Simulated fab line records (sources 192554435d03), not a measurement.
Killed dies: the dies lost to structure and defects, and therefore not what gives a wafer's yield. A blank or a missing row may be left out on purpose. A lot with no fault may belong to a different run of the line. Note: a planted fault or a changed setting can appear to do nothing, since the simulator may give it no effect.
A lot that was struck, set against a sound lot	flow n5_finfet	42 out of 1938 route steps
Sound: these wafers, L607.1, L607.4, L607.6. Struck: wafers L613.1, L613.4, L613.5. The cause comes at the end.
Per side, at each step with rows, come the tool, then ch with its chambers, and then its first start. Under that, the readings that differ: sound wafers	struck wafers	difference of the means	sigmas: that difference in standard deviations of wafers without a fault.
alike: readings whose means differ by less than 2 such deviations, and words and numbers that are the same on both sides. not compared: withheld readings, readings that some wafer has no value for, bounds like >300 that may hide the same value, and numbers for which the record gives no deviation and whose values overlap.
A row with sigmas, a row that says differs or no value, or rows on one side alone: a step with any of these is where the two part. When numbers do not overlap yet have no deviation, they are printed without sigmas and do not part them. A reading that every wafer of one side lacks parts them only if that side has two wafers or more.

first, 2 steps without rows for these wafers: N5_BEOL_M3_ETCH_41 (etches SiCN in CH3F/O2, target depth 29.9 nm, time 52.5 s); N5_BEOL_M3_STRIP_97 (strips in N2/H2, time 10 s).
N5_BEOL_M3_OCD_MEAS_38:
  sound: ocd-01 at day 7 05:17; struck: ocd-01 at day 9 04:14
  alike: trench_depth_nm
then, 4 steps without rows for these wafers: N5_BEOL_M3_HM_STRIP_39 (strips TiN in peroxide tin strip, target depth 25 nm, time 158 s); N5_BEOL_M3_SRD_40 (time 30 s); N5_BEOL_M3_PRECLEAN_42 (cleans in residue remover, time 60 s); N5_BEOL_M3_SRD_43 (time 30 s).
N5_BEOL_M3_CD_MEAS_35: target cd 18 nm, target cd y 21 nm.
  sound: cd_sem-03 at day 7 05:32; struck: cd_sem-02 at day 9 04:23
  alike: cd_nm
then, 4 steps without rows for these wafers: N5_BEOL_M3_DEGAS_44 (time 60 s); N5_BEOL_M3_PRE_CLEAN_45 (time 30 s); N5_BEOL_M3_ALD_84 (deposits TaN, pulse time 2 s, purge time 3 s, co reactant purge time 2 s); N5_BEOL_M3_SURFACE_TREAT_85.
N5_BEOL_M3_CVD_47: deposits Co from CCTBA/H2, target thk 3 nm, time 223.8 s.
  sound on cvd_co-02 ch 1,2, day 7 06:20; struck on cvd_co-02 ch 0,1, day 9 05:27
  not compared: since_wet_clean_h
then, 1 step without rows for these wafers: N5_BEOL_M3_SPUTTER_48 (material Cu, target thk 4.5 nm, time 8.29 s).
N5_BEOL_M3_ANNEAL_49: time 240 s.
  sound: pvd_sputter-01 at day 7 06:37; struck: pvd_sputter-02 at day 9 05:46
  alike: heater_power_w
then, 1 step without rows for these wafers: N5_BEOL_M3_SPUTTER_79 (material Cu, target thk 4.5 nm, time 8.29 s).
N5_BEOL_M3_ANNEAL_80: time 240 s.
  sound: pvd_sputter-01 at day 7 06:50; struck: pvd_sputter-02 at day 9 05:59
  alike: heater_power_w
then, 5 steps without rows for these wafers: N5_BEOL_M3_SPUTTER_81 (material Cu, target thk 4.5 nm, time 8.29 s); N5_BEOL_M3_ANNEAL_82 (time 240 s); N5_BEOL_M3_SPUTTER_86 (material Cu, target thk 4.5 nm, time 8.29 s); N5_BEOL_M3_ANNEAL_87 (time 240 s); N5_BEOL_M3_SPUTTER_88 (material Cu, target thk 4.5 nm, time 8.29 s).
N5_BEOL_M3_ANNEAL_89: time 240 s.
  sound: pvd_sputter-01 at day 7 07:30; struck: pvd_sputter-02 at day 9 06:39
  alike: heater_power_w
then, 1 step without rows for these wafers: N5_BEOL_M3_SPUTTER_90 (material Cu, target thk 4.5 nm, time 8.29 s).
N5_BEOL_M3_ANNEAL_91: time 240 s.
  sound: pvd_sputter-01 at day 7 07:43; struck: pvd_sputter-02 at day 9 06:52
  alike: heater_power_w
then, 1 step without rows for these wafers: N5_BEOL_M3_SPUTTER_92 (material Cu, target thk 4.5 nm, time 8.29 s).
N5_BEOL_M3_ANNEAL_93: time 240 s.
  sound: pvd_sputter-01 at day 7 07:56; struck: pvd_sputter-02 at day 9 07:05
  alike: heater_power_w
then, 6 steps without rows for these wafers: N5_BEOL_M3_SPUTTER_94 (material Cu, target thk 4.5 nm, time 8.29 s); N5_BEOL_M3_ANNEAL_95 (time 240 s); N5_BEOL_M3_SPUTTER_96 (material Cu, target thk 4.5 nm, time 8.29 s); N5_BEOL_M3_ECD_50 (material Cu, target thk 300 nm); N5_BEOL_M3_ANNEAL_51 (time 90 s); N5_BEOL_M3_CMP_52 (polishes, stops on SiOC, t overpolish 6.8 s, target thk 40 nm).
N5_BEOL_M3_THK_MEAS_53: measures by xrf.
  sound: film_metro-01 at day 7 09:23; struck: film_metro-02 at day 9 08:29
  alike: M3_THK
then, 4 steps without rows for these wafers: N5_BEOL_M3_PRE_CLEAN_60 (time 15 s); N5_BEOL_M3_CO_CAP_55 (material Co, precursor CCTBA/H2, target thk 2 nm, time 102.1 s); N5_BEOL_M3_PRE_CLEAN_56 (time 15 s); N5_BEOL_M3_DEP_57 (deposits SiCN from 3MS/NH3, target thk 8 nm, time 14 s).
N5_BEOL_M3_RS_MEAS_58: a four-point-probe measurement.
  sound: film_metro-02 at day 7 09:45; struck: film_metro-01 at day 9 08:44
  alike: M3_RS
then, 1 step without rows for these wafers: N5_BEOL_M4_ILD_DEP_00 (deposits SiOC from DEMS/O2, target thk 79 nm, time 15.3 s).
N5_BEOL_M4_THK_MEAS_01:
  sound: film_metro-01 at day 7 09:53; struck: film_metro-02 at day 9 08:52
  alike: M4_ILD_THK
-- record jumps: 5 days separate the struck wafers' starts on either side; left off in module BEOL_M4, taken up again in module PASSIVATION, whose first shown step is the route's number 1936 --
N5_PASSIVATION_PROBE_49:
  record: rows for the struck wafers here (prober-02, day 14 11:47), none for the sound ones

WHERE THEY PART
Within this record, at N5_PASSIVATION_PROBE_49 only.

WHY: whatever the simulator had introduced
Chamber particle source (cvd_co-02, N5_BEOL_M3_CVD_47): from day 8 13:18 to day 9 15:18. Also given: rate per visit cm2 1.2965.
